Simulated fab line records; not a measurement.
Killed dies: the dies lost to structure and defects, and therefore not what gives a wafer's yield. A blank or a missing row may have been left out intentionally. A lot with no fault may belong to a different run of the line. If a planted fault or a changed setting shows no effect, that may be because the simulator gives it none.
Which of the tools did it? + flow n5Finfet + 72 wafers from 24 lots sampled at 5 of the route's 1938 steps

## WHAT EACH GAUGE READ, for each wafer
N5_BEOL_M0_SAQP_INSPECT_16: inspects for defects (brightfield). Usual: rawDefectCount 521, standard deviation 120.
| lot  | measured     | on               | rawDefectCount | flag |
|------|--------------|------------------|----------------|------|
| L074 | day 5 13:16  | defectInspect-01 | 392 436 801    |      |
| L075 | day 5 16:50  | defectInspect-02 | 424 773 653    |      |
| L076 | day 6 01:51  | defectInspect-01 | 699 551 547    |      |
| L077 | day 6 08:01  | defectInspect-02 | 398 450 517    |      |
| L078 | day 6 10:49  | defectInspect-02 | 708 673 582    |      |
| L079 | day 6 17:58  | defectInspect-02 | 585 534 349    |      |
| L080 | day 6 22:32  | defectInspect-02 | 454 576 627    |      |
| L081 | day 7 04:40  | defectInspect-01 | 561 474 467    |      |
| L082 | day 7 16:29  | defectInspect-02 | 538 591 576    |      |
| L083 | day 7 18:20  | defectInspect-01 | 387 579 426    |      |
| L084 | day 8 05:33  | defectInspect-02 | 466 492 546    |      |
| L085 | day 8 08:50  | defectInspect-01 | 351 411 561    |      |
| L086 | day 8 12:38  | defectInspect-02 | 359 421 330    |      |
| L087 | day 8 15:11  | defectInspect-01 | 535 526 398    |      |
| L088 | day 9 01:25  | defectInspect-01 | 350 496 376    |      |
| L089 | day 9 05:44  | defectInspect-01 | 486 513 395    |      |
| L090 | day 9 10:11  | defectInspect-02 | 529 324 424    |      |
| L091 | day 9 16:58  | defectInspect-02 | 477 458 544    |      |
| L092 | day 9 20:41  | defectInspect-01 | 542 504 374    |      |
| L093 | day 10 05:52 | defectInspect-01 | 465 567 702    |      |
| L094 | day 10 12:03 | defectInspect-01 | 556 409 536    |      |
| L095 | day 10 22:05 | defectInspect-01 | 569 614 625    |      |
| L096 | day 11 00:58 | defectInspect-01 | 553 470 894    |      |
| L097 | day 11 11:06 | defectInspect-02 | 792 455 681    |      |

## TOOL THAT RAN EACH LOT (tool first, then ch and the chambers of the sampled wafers, then the start)
| lot  | N5_MOL_CONTACT_COAG_DESCUM_88     | N5_MOL_CONTACT_COAG_ETCH_90       | N5_MOL_CONTACT_COAG_CVD_140  | N5_BEOL_M0_SAQP_PECVD_96        |
|------|-----------------------------------|-----------------------------------|------------------------------|---------------------------------|
| L074 | rieDiel-01 ch 0,1, day 5 04:45    | rieDiel-01 ch 0,1, day 5 04:48    | cvdW-01 ch 0,1, day 5 07:02  | pecvd-03 ch 1,2, day 5 12:40    |
| L075 | rieDiel-01 ch 0,2, day 5 07:17    | rieDiel-01 ch 0,2, day 5 07:20    | cvdW-02 ch 0,1, day 5 10:15  | pecvd-03 ch 0,1,2, day 5 16:13  |
| L076 | rieDiel-04 ch 1,3, day 5 16:33    | rieDiel-04 ch 1,3, day 5 16:37    | cvdW-01 ch 0,1, day 5 18:58  | pecvd-02 ch 1,2, day 6 01:16    |
| L077 | rieDiel-04 ch 1,3, day 5 23:39    | rieDiel-04 ch 1,3, day 5 23:43    | cvdW-02 ch 0,1, day 6 02:08  | pecvd-02 ch 0,1, day 6 07:17    |
| L078 | rieDiel-01 ch 0,1,2, day 5 23:56  | rieDiel-01 ch 0,1,2, day 5 23:59  | cvdW-01 ch 0,1, day 6 02:23  | pecvd-02 ch 0,2, day 6 10:13    |
| L079 | rieDiel-02 ch 0,3, day 6 10:29    | rieDiel-02 ch 0,3, day 6 10:33    | cvdW-02 ch 1, day 6 12:53    | pecvd-03 ch 0,1,2, day 6 17:23  |
| L080 | rieDiel-01 ch 1,3, day 6 14:36    | rieDiel-01 ch 1,3, day 6 14:39    | cvdW-02 ch 0,1, day 6 17:02  | pecvd-03 ch 0,1,2, day 6 21:57  |
| L081 | rieDiel-02 ch 0,3, day 6 21:08    | rieDiel-02 ch 0,3, day 6 21:11    | cvdW-01 ch 0,1, day 6 23:27  | pecvd-03 ch 0,2, day 7 04:04    |
| L082 | rieDiel-02 ch 0,2,3, day 7 07:26  | rieDiel-02 ch 0,2,3, day 7 07:29  | cvdW-01 ch 0,1, day 7 10:10  | pecvd-01 ch 0,1, day 7 15:46    |
| L083 | rieDiel-02 ch 0,1,2, day 7 08:28  | rieDiel-02 ch 0,1,2, day 7 08:31  | cvdW-02 ch 0,1, day 7 10:46  | pecvd-02 ch 0,1, day 7 17:37    |
| L084 | rieDiel-02 ch 2,3, day 7 19:56    | rieDiel-02 ch 2,3, day 7 20:00    | cvdW-02 ch 0,1, day 8 00:32  | pecvd-01 ch 0,1,2, day 8 04:51  |
| L085 | rieDiel-04 ch 0,3, day 7 20:11    | rieDiel-04 ch 0,3, day 7 20:14    | cvdW-01 ch 0,1, day 8 00:52  | pecvd-03 ch 1,2, day 8 08:14    |
| L086 | rieDiel-04 ch 1,2, day 8 01:40    | rieDiel-04 ch 1,2, day 8 01:43    | cvdW-02 ch 0,1, day 8 04:22  | pecvd-01 ch 1,2, day 8 12:02    |
| L087 | rieDiel-01 ch 0,2, day 8 07:52    | rieDiel-01 ch 0,2, day 8 07:55    | cvdW-02 ch 0,1, day 8 10:12  | pecvd-01 ch 0,1, day 8 14:25    |
| L088 | rieDiel-04 ch 0,1,2, day 8 15:50  | rieDiel-04 ch 0,1,2, day 8 15:53  | cvdW-01 ch 0,1, day 8 18:41  | pecvd-02 ch 0,2, day 9 00:41    |
| L089 | rieDiel-04 ch 0,1,3, day 8 20:32  | rieDiel-04 ch 0,1,3, day 8 20:35  | cvdW-01 ch 0,1, day 9 00:01  | pecvd-01 ch 0,1, day 9 05:08    |
| L090 | rieDiel-04 ch 1,2,3, day 9 02:13  | rieDiel-04 ch 1,2,3, day 9 02:16  | cvdW-02 ch 0,1, day 9 04:45  | pecvd-01 ch 0,1, day 9 09:36    |
| L091 | rieDiel-04 ch 0,1, day 9 08:47    | rieDiel-04 ch 0,1, day 9 08:50    | cvdW-02 ch 0,1, day 9 11:37  | pecvd-03 ch 0,1,2, day 9 16:23  |
| L092 | rieDiel-01 ch 1,2,3, day 9 12:05  | rieDiel-01 ch 1,2,3, day 9 12:09  | cvdW-01 ch 0,1, day 9 14:31  | pecvd-02 ch 0,2, day 9 19:58    |
| L093 | rieDiel-01 ch 0,3, day 9 20:57    | rieDiel-01 ch 0,3, day 9 21:00    | cvdW-02 ch 0,1, day 9 23:50  | pecvd-01 ch 0,1,2, day 10 05:09 |
| L094 | rieDiel-04 ch 0,2,3, day 10 03:47 | rieDiel-04 ch 0,2,3, day 10 03:51 | cvdW-01 ch 1, day 10 06:04   | pecvd-03 ch 1,2, day 10 11:20   |
| L095 | rieDiel-02 ch 0,1, day 10 13:13   | rieDiel-02 ch 0,1, day 10 13:16   | cvdW-01 ch 0,1, day 10 16:45 | pecvd-03 ch 0,1,2, day 10 21:23 |
| L096 | rieDiel-04 ch 2,3, day 10 16:16   | rieDiel-04 ch 2,3, day 10 16:20   | cvdW-02 ch 0,1, day 10 19:20 | pecvd-01 ch 0,2, day 11 00:22   |
| L097 | rieDiel-01 ch 0,2, day 11 02:46   | rieDiel-01 ch 0,2, day 11 02:50   | cvdW-02 ch 0,1, day 11 05:08 | pecvd-03 ch 0,1,2, day 11 10:30 |
- N5_MOL_CONTACT_COAG_DESCUM_88: chemistry O2, time 7 s.
- N5_MOL_CONTACT_COAG_ETCH_90: etches SiARC in CF4, target depth 13 nm, time 21.7 s.
- N5_MOL_CONTACT_COAG_CVD_140: deposits W, target thk 66.5 nm, time 215 s.
- N5_BEOL_M0_SAQP_PECVD_96: deposits a-Si from SiH4/He, target thk 45 nm, time 45.2 s.

## AS READ BY THE TOOLS THEMSELVES (means over the sampled wafers that have a number; for cases with no such wafer, the mark the record gives instead)
N5_MOL_CONTACT_COAG_DESCUM_88. Usual: drypumpMotorCurrentA 5.6 A, standard deviation 0.42; oesProductAu 0.79 a.u., standard deviation 0.067; rfVppV 243.0 V, standard deviation 1.5; showerheadPlenumPTorr 2.09 Torr, standard deviation 0.07; throttleValvePct 20.41 %, standard deviation 0.17.
| lot  | tool       | drypumpMotorCurrentA (A) | oesProductAu (a.u.) | rfVppV (V) | showerheadPlenumPTorr (Torr) | throttleValvePct (%) | flag |
|------|------------|--------------------------|---------------------|------------|------------------------------|----------------------|------|
| L074 | rieDiel-01 | 6.0                      | 0.79                | 242.2      | 2.04                         | 20.45                |      |
| L075 | rieDiel-01 | 6.0                      | 0.79                | 242.4      | 2.07                         | 20.50                |      |
| L076 | rieDiel-04 | 5.8                      | 0.78                | 244.1      | 2.15                         | 20.48                |      |
| L077 | rieDiel-04 | 5.8                      | 0.78                | 244.0      | 2.15                         | 20.47                |      |
| L078 | rieDiel-01 | 5.9                      | 0.81                | 241.9      | 2.07                         | 20.35                |      |
| L079 | rieDiel-02 | 5.7                      | 0.83                | 242.3      | 2.06                         | 20.39                |      |
| L080 | rieDiel-01 | 5.5                      | 0.78                | 242.0      | 2.03                         | 20.46                |      |
| L081 | rieDiel-02 | 5.7                      | 0.82                | 243.0      | 2.05                         | 20.39                |      |
| L082 | rieDiel-02 | 5.6                      | 0.81                | 243.3      | 2.11                         | 20.35                |      |
| L083 | rieDiel-02 | 5.7                      | 0.79                | 244.1      | 2.08                         | 20.23                |      |
| L084 | rieDiel-02 | 5.5                      | 0.81                | 244.1      | 2.17                         | 20.31                |      |
| L085 | rieDiel-04 | 5.6                      | 0.70                | 244.0      | 2.11                         | 20.41                |      |
| L086 | rieDiel-04 | 5.1                      | 0.88                | 243.5      | 2.13                         | 20.44                |      |
| L087 | rieDiel-01 | 5.8                      | 0.79                | 243.0      | 2.09                         | 20.42                |      |
| L088 | rieDiel-04 | 5.3                      | 0.79                | 242.9      | 2.08                         | 20.48                |      |
| L089 | rieDiel-04 | 5.6                      | 0.73                | 242.5      | 2.10                         | 20.48                |      |
| L090 | rieDiel-04 | 5.4                      | 0.79                | 243.8      | 2.14                         | 20.45                |      |
| L091 | rieDiel-04 | 5.7                      | 0.76                | 241.4      | 2.08                         | 20.55                |      |
| L092 | rieDiel-01 | 5.6                      | 0.78                | 242.1      | 2.06                         | 20.38                |      |
| L093 | rieDiel-01 | 5.7                      | 0.74                | 242.4      | 2.02                         | 20.68                |      |
| L094 | rieDiel-04 | 5.3                      | 0.86                | 244.7      | 2.18                         | 20.34                |      |
| L095 | rieDiel-02 | 5.8                      | 0.76                | 242.7      | 2.01                         | 20.32                |      |
| L096 | rieDiel-04 | 5.3                      | 0.75                | 244.4      | 2.15                         | 20.42                |      |
| L097 | rieDiel-01 | 5.8                      | 0.77                | 242.9      | 2.08                         | 20.45                |      |

N5_MOL_CONTACT_COAG_ETCH_90. Usual: drypumpMotorCurrentA 5.6 A, standard deviation 0.42; etchRfOnTimeS 21.6 s, standard deviation 0.62; mfcArSccm 99.99 sccm, standard deviation 0.3; oesProductAu 0.68 a.u., standard deviation 0.058; rfVppV 184.1 V, standard deviation 1.1; showerheadPlenumPTorr 2.14 Torr, standard deviation 0.072; throttleValvePct 15.58 %, standard deviation 0.15.
| lot  | tool       | drypumpMotorCurrentA (A) | etchRfOnTimeS (s) | mfcArSccm (sccm) | oesProductAu (a.u.) | rfVppV (V) | showerheadPlenumPTorr (Torr) | throttleValvePct (%) | flag |
|------|------------|--------------------------|-------------------|------------------|---------------------|------------|------------------------------|----------------------|------|
| L074 | rieDiel-01 | 6.1                      | 21.8              | 100.18           | 0.68                | 183.4      | 2.08                         | 15.59                |      |
| L075 | rieDiel-01 | 6.0                      | 21.2              | 100.35           | 0.69                | 183.9      | 2.10                         | 15.57                |      |
| L076 | rieDiel-04 | 5.8                      | 22.1              | 100.06           | 0.66                | 184.9      | 2.19                         | 15.58                |      |
| L077 | rieDiel-04 | 5.8                      | 22.3              | 100.09           | 0.65                | 184.5      | 2.19                         | 15.59                |      |
| L078 | rieDiel-01 | 5.9                      | 21.3              | 99.89            | 0.69                | 184.4      | 2.10                         | 15.48                |      |
| L079 | rieDiel-02 | 5.8                      | 21.8              | 100.33           | 0.71                | 183.3      | 2.10                         | 15.56                |      |
| L080 | rieDiel-01 | 5.5                      | 21.7              | 100.07           | 0.67                | 183.1      | 2.08                         | 15.66                |      |
| L081 | rieDiel-02 | 5.7                      | 21.5              | 99.86            | 0.70                | 184.3      | 2.10                         | 15.56                |      |
| L082 | rieDiel-02 | 5.6                      | 22.0              | 100.28           | 0.69                | 185.1      | 2.17                         | 15.55                |      |
| L083 | rieDiel-02 | 5.7                      | 22.0              | 100.04           | 0.67                | 185.0      | 2.16                         | 15.54                |      |
| L084 | rieDiel-02 | 5.5                      | 22.9              | 100.00           | 0.68                | 184.9      | 2.24                         | 15.54                |      |
| L085 | rieDiel-04 | 5.6                      | 21.7              | 99.90            | 0.61                | 184.3      | 2.15                         | 15.67                |      |
| L086 | rieDiel-04 | 5.1                      | 21.7              | 100.07           | 0.75                | 184.9      | 2.18                         | 15.59                |      |
| L087 | rieDiel-01 | 5.8                      | 21.2              | 100.12           | 0.68                | 184.1      | 2.11                         | 15.51                |      |
| L088 | rieDiel-04 | 5.3                      | 21.3              | 99.90            | 0.69                | 184.3      | 2.12                         | 15.60                |      |
| L089 | rieDiel-04 | 5.6                      | 21.4              | 99.84            | 0.63                | 184.2      | 2.13                         | 15.64                |      |
| L090 | rieDiel-04 | 5.4                      | 21.6              | 100.15           | 0.69                | 184.5      | 2.19                         | 15.64                |      |
| L091 | rieDiel-04 | 5.7                      | 22.1              | 100.20           | 0.63                | 183.5      | 2.11                         | 15.60                |      |
| L092 | rieDiel-01 | 5.6                      | 21.7              | 100.17           | 0.66                | 184.2      | 2.10                         | 15.57                |      |
| L093 | rieDiel-01 | 5.7                      | 21.7              | 99.72            | 0.64                | 183.3      | 2.07                         | 15.82                |      |
| L094 | rieDiel-04 | 5.3                      | 21.2              | 99.92            | 0.74                | 184.5      | 2.22                         | 15.51                |      |
| L095 | rieDiel-02 | 5.8                      | 21.5              | 99.79            | 0.65                | 183.9      | 2.08                         | 15.61                |      |
| L096 | rieDiel-04 | 5.3                      | 21.5              | 100.35           | 0.65                | 184.4      | 2.20                         | 15.72                |      |
| L097 | rieDiel-01 | 5.8                      | 21.2              | 99.81            | 0.67                | 184.5      | 2.11                         | 15.54                |      |

N5_MOL_CONTACT_COAG_CVD_140. Usual: heaterPowerW 502 W, standard deviation 56.
| lot  | tool    | heaterPowerW (W) | flag |
|------|---------|------------------|------|
| L074 | cvdW-01 | 472              |      |
| L075 | cvdW-02 | 514              |      |
| L076 | cvdW-01 | 456              |      |
| L077 | cvdW-02 | 527              |      |
| L078 | cvdW-01 | 453              |      |
| L079 | cvdW-02 | 591              |      |
| L080 | cvdW-02 | 554              |      |
| L081 | cvdW-01 | 459              |      |
| L082 | cvdW-01 | 466              |      |
| L083 | cvdW-02 | 518              |      |
| L084 | cvdW-02 | 514              |      |
| L085 | cvdW-01 | 449              |      |
| L086 | cvdW-02 | 559              |      |
| L087 | cvdW-02 | 517              |      |
| L088 | cvdW-01 | 458              |      |
| L089 | cvdW-01 | 455              |      |
| L090 | cvdW-02 | 547              |      |
| L091 | cvdW-02 | 558              |      |
| L092 | cvdW-01 | 470              |      |
| L093 | cvdW-02 | 559              |      |
| L094 | cvdW-01 | 448              |      |
| L095 | cvdW-01 | 459              |      |
| L096 | cvdW-02 | 552              |      |
| L097 | cvdW-02 | 518              |      |

N5_BEOL_M0_SAQP_PECVD_96. Usual: heaterPowerW 567 W, standard deviation 56; showerheadPlenumPTorr 5.657 Torr, standard deviation 0.03; throttleValvePct 18.6 %, standard deviation 1.3.
| lot  | tool     | heaterPowerW (W) | showerheadPlenumPTorr (Torr) | throttleValvePct (%) | flag |
|------|----------|------------------|------------------------------|----------------------|------|
| L074 | pecvd-03 | 523              | 5.681                        | 17.3                 |      |
| L075 | pecvd-03 | 573              | 5.676                        | 18.3                 |      |
| L076 | pecvd-02 | 528              | 5.642                        | 19.0                 |      |
| L077 | pecvd-02 | 577              | 5.619                        | 19.7                 |      |
| L078 | pecvd-02 | 556              | 5.629                        | 19.0                 |      |
| L079 | pecvd-03 | 561              | 5.669                        | 18.2                 |      |
| L080 | pecvd-03 | 574              | 5.681                        | 18.3                 |      |
| L081 | pecvd-03 | 517              | 5.681                        | 17.4                 |      |
| L082 | pecvd-01 | 578              | 5.673                        | 19.4                 |      |
| L083 | pecvd-02 | 518              | 5.628                        | 19.8                 |      |
| L084 | pecvd-01 | 559              | 5.642                        | 18.6                 |      |
| L085 | pecvd-03 | 543              | 5.675                        | 17.4                 |      |
| L086 | pecvd-01 | 510              | 5.626                        | 18.7                 |      |
| L087 | pecvd-01 | 584              | 5.656                        | 18.2                 |      |
| L088 | pecvd-02 | 609              | 5.653                        | 18.4                 |      |
| L089 | pecvd-01 | 643              | 5.660                        | 18.5                 |      |
| L090 | pecvd-01 | 573              | 5.672                        | 19.5                 |      |
| L091 | pecvd-03 | 585              | 5.674                        | 18.4                 |      |
| L092 | pecvd-02 | 587              | 5.640                        | 19.0                 |      |
| L093 | pecvd-01 | 560              | 5.654                        | 18.6                 |      |
| L094 | pecvd-03 | 542              | 5.677                        | 18.6                 |      |
| L095 | pecvd-03 | 579              | 5.681                        | 18.4                 |      |
| L096 | pecvd-01 | 537              | 5.635                        | 17.8                 |      |
| L097 | pecvd-03 | 565              | 5.678                        | 18.4                 |      |

## THE ANSWER, worked out from the rows above alone
Rule: a lot counts as off when the mean over its wafers that have a number is more than 3 standard deviations away from the usual mean. A lot without any number at a reading at which 4 lots or more have one is off too. The other lots that the step has rows for count as sound. First the gauges in route order, then the tools' own readings, where a lot's mean is used as printed above. The first step at which some lot is off is used, and at that step the reading that is off furthest; a lot without a number counts as furthest.
No lot is off at any reading shown: from this, nothing can be told.

## WHAT THE SIMULATOR HAD INSERTED
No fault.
